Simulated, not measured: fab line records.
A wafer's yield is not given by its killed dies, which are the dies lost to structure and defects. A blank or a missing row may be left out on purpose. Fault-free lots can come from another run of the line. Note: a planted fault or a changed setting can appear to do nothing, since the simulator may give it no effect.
Split-lot experiment :: flow n5Finfet :: route with 1938 steps; 7 lots, 21 wafers read

## ABOUT THE SPLIT
At N5_BEOL_M2_EXPOSE_08 (exposes mask M2), the setting doseMj was moved away from the recipe's 41.25 on 7 of the 21 wafers read, by +4.6% to +6.9%. This setting was run at the recipe's value on the other wafers.

## FROM THE SPLIT TO THE READING: what the file shows between them, 2 steps
- N5_BEOL_M2_PEB_09: peb time 60 s
- N5_BEOL_M2_DEVELOP_10: develop time 30 s

## THE READING
cdNm (nm) at N5_BEOL_M2_CD_MEAS_11, where the cd target is 16.79 nm. On this fab line, fault-free wafers typically give 16.78 nm with a standard deviation of 0.23 nm.

wafer: L076.2
tool, chamber at the split: euvScanner-01, 0
doseMj as run: 41.25
against the recipe: recipe
cdNm, nm: 16.54
against lot-mates on the recipe: -

wafer: L076.3
tool, chamber at the split: euvScanner-01, 0
doseMj as run: 43.67
against the recipe: +5.9%
cdNm, nm: 17.84
against lot-mates on the recipe: +1.11

wafer: L076.4
tool, chamber at the split: euvScanner-01, 0
doseMj as run: 41.25
against the recipe: recipe
cdNm, nm: 16.92
against lot-mates on the recipe: -

wafer: L081.1
tool, chamber at the split: euvScanner-01, 0
doseMj as run: 44.08
against the recipe: +6.9%
cdNm, nm: 17.95
against lot-mates on the recipe: +1.34

wafer: L081.4
tool, chamber at the split: euvScanner-01, 0
doseMj as run: 44.08
against the recipe: +6.9%
cdNm, nm: 18.16
against lot-mates on the recipe: +1.55

wafer: L081.5
tool, chamber at the split: euvScanner-01, 0
doseMj as run: 41.25
against the recipe: recipe
cdNm, nm: 16.61
against lot-mates on the recipe: -

wafer: L083.1
tool, chamber at the split: euvScanner-01, 0
doseMj as run: 43.8
against the recipe: +6.2%
cdNm, nm: 18.10
against lot-mates on the recipe: +1.54

wafer: L083.2
tool, chamber at the split: euvScanner-01, 0
doseMj as run: 43.8
against the recipe: +6.2%
cdNm, nm: 17.49
against lot-mates on the recipe: +0.93

wafer: L083.5
tool, chamber at the split: euvScanner-01, 0
doseMj as run: 41.25
against the recipe: recipe
cdNm, nm: 16.56
against lot-mates on the recipe: -

wafer: L090.4
tool, chamber at the split: euvScanner-02, 0
doseMj as run: 43.16
against the recipe: +4.6%
cdNm, nm: 17.43
against lot-mates on the recipe: +0.64

wafer: L090.5
tool, chamber at the split: euvScanner-02, 0
doseMj as run: 41.25
against the recipe: recipe
cdNm, nm: 16.46
against lot-mates on the recipe: -

wafer: L090.6
tool, chamber at the split: euvScanner-02, 0
doseMj as run: 41.25
against the recipe: recipe
cdNm, nm: 17.11
against lot-mates on the recipe: -

wafer: L091.1
tool, chamber at the split: euvScanner-02, 0
doseMj as run: 41.25
against the recipe: recipe
cdNm, nm: 16.74
against lot-mates on the recipe: -

wafer: L091.3
tool, chamber at the split: euvScanner-02, 0
doseMj as run: 41.25
against the recipe: recipe
cdNm, nm: 16.60
against lot-mates on the recipe: -

wafer: L091.6
tool, chamber at the split: euvScanner-02, 0
doseMj as run: 41.25
against the recipe: recipe
cdNm, nm: 17.00
against lot-mates on the recipe: -

wafer: L093.1
tool, chamber at the split: euvScanner-01, 0
doseMj as run: 41.25
against the recipe: recipe
cdNm, nm: 16.67
against lot-mates on the recipe: -

wafer: L093.3
tool, chamber at the split: euvScanner-01, 0
doseMj as run: 41.25
against the recipe: recipe
cdNm, nm: 16.74
against lot-mates on the recipe: -

wafer: L093.6
tool, chamber at the split: euvScanner-01, 0
doseMj as run: 41.25
against the recipe: recipe
cdNm, nm: 16.96
against lot-mates on the recipe: -

wafer: L095.1
tool, chamber at the split: euvScanner-02, 0
doseMj as run: 41.25
against the recipe: recipe
cdNm, nm: 16.85
against lot-mates on the recipe: -

wafer: L095.5
tool, chamber at the split: euvScanner-02, 0
doseMj as run: 43.41
against the recipe: +5.2%
cdNm, nm: 17.99
against lot-mates on the recipe: +1.11

wafer: L095.6
tool, chamber at the split: euvScanner-02, 0
doseMj as run: 41.25
against the recipe: recipe
cdNm, nm: 16.91
against lot-mates on the recipe: -

FIT RESULTS
A straight line over all 21 wafers: cdNm changes by +0.183 nm for each +1% of doseMj; r = +0.93; the points scatter about the line by 0.21 nm.
The same after taking each lot's own level away (the mean of its wafers on the recipe; 21 wafers): +0.199 nm for each +1%; r = +0.95; scatter 0.19 nm.
According to that fit, moving doseMj by its largest amount changes the reading by 1.4 nm.
Measured against the standard deviation above, the lots' own levels, which go from 16.560 to 16.880 nm, span 1.4 times it.
So the lot-to-lot level changes the slope little: the two slopes agree.
Check: for one of the wafers moved furthest among these (+6.9%), held out of the fit, the line's prediction against its lot-mates is +1.37 nm. Against them it came out at +1.34 nm.

## OTHER SPLITS ON THESE WAFERS
Note: prior to the reading, these wafers also went through further splits. Each is held against what the fit with the lots' levels taken away leaves over:
other split on the same wafers: N5_MOL_CONTACT_COAG_COAT_76 spinRpm
wafers away from the commonest value: 5
r with cdNm (lot level and that fit taken away): +0.11

other split on the same wafers: N5_BEOL_M0_SAQP_PECVD_04 timeS
wafers away from the commonest value: 7
r with cdNm (lot level and that fit taken away): -0.07

other split on the same wafers: N5_BEOL_M0_SAQP_EXPOSE_11 doseMj
wafers away from the commonest value: 4
r with cdNm (lot level and that fit taken away): -0.32

other split on the same wafers: N5_BEOL_M0_ETCH_109 biasW
wafers away from the commonest value: 5
r with cdNm (lot level and that fit taken away): +0.08

other split on the same wafers: N5_BEOL_M1_ETCH_64 sourceW
wafers away from the commonest value: 5
r with cdNm (lot level and that fit taken away): +0.06

## THE WHOLE CHAIN: every reading that the file lists as answering this split, in the file's order
step: N5_BEOL_M2_CD_MEAS_11
what it does: target cd 16.79 nm
reading: cdNm
change (the file's fit): +0.195 nm for each +1% of the setting
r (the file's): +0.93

step: N5_PASSIVATION_PROBE_49
what it does: 
reading: killedDies
change (the file's fit): +123 for each +1% of the setting, in a fit together with none
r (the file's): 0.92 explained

## FILE'S OWN FIT
cdNm changes by +0.195 nm for each +1% of doseMj, r = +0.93.
